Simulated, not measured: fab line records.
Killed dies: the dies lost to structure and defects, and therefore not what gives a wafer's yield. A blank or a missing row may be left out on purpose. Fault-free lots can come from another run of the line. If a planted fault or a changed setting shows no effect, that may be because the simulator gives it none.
Chamber matching ; flow n5 finfet ; 3 sister chambers for N5_BEOL_M8_CURE_74 on uv cure-03
The step cures SiCOH lowk, time 240 s. 6 wafers are shown with their chamber, then 12 later ones without.

== EACH WAFER AND ITS CHAMBER ==
wafer;chamber;wafer_temp_C_max;lamp power pct (%)
L090.2;2;387.1;52.33
L090.6;2;387.3;52.34
L088.4;0;386.3;52.24
L088.6;0;386.6;52.33
L091.4;1;387.1;52.31
L091.6;1;387.1;52.33

== WAFERS WHOSE CHAMBER IS MISSING ==
wafer;wafer_temp_C_max;lamp power pct (%)
L089.2;387.0;52.30
L089.3;387.0;52.30
L089.6;386.4;52.37
L092.3;387.5;52.28
L092.4;387.9;52.30
L092.6;388.2;52.31
L094.1;386.8;52.36
L094.5;386.3;52.20
L094.6;386.1;52.38
L097.1;386.2;52.26
L097.2;387.4;52.26
L097.4;386.8;52.35

== EACH ONE'S CHAMBER ==
wafer;from the rows above;in truth
L089.2;can't be placed: 1 or 2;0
L089.3;can't be placed: 1 or 2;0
L089.6;0;0
L092.3;can't be placed: 2 or 1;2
L092.4;can't be placed: 2 or 1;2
L092.6;can't be placed: 2 or 1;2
L094.1;can't be placed: 1 or 2 or 0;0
L094.5;0;0
L094.6;0;0
L097.1;0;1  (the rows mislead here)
L097.2;can't be placed: 2 or 1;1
L097.4;can't be placed: 1 or 2 or 0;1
Placed correctly: 3 of 12. Cannot be placed on the basis of these rows: 8; the candidates contain the true chamber in 6. Number placed wrongly: 1.
How it was worked out, from the rows above alone: a wafer's distance from a chamber is the root of the sum, over the readings, of the square of ((its reading less the chamber's mean) divided by the reading's scatter). If the next closest chamber is less than 2 further off than the closest, the wafer can't be placed; otherwise it belongs to the closest. A chamber's mean is the mean of its shown wafers. The scatter is the square root of a quotient: the sum, over the shown wafers, of each reading's squared deviation from its chamber's mean, divided by wafers minus chambers.
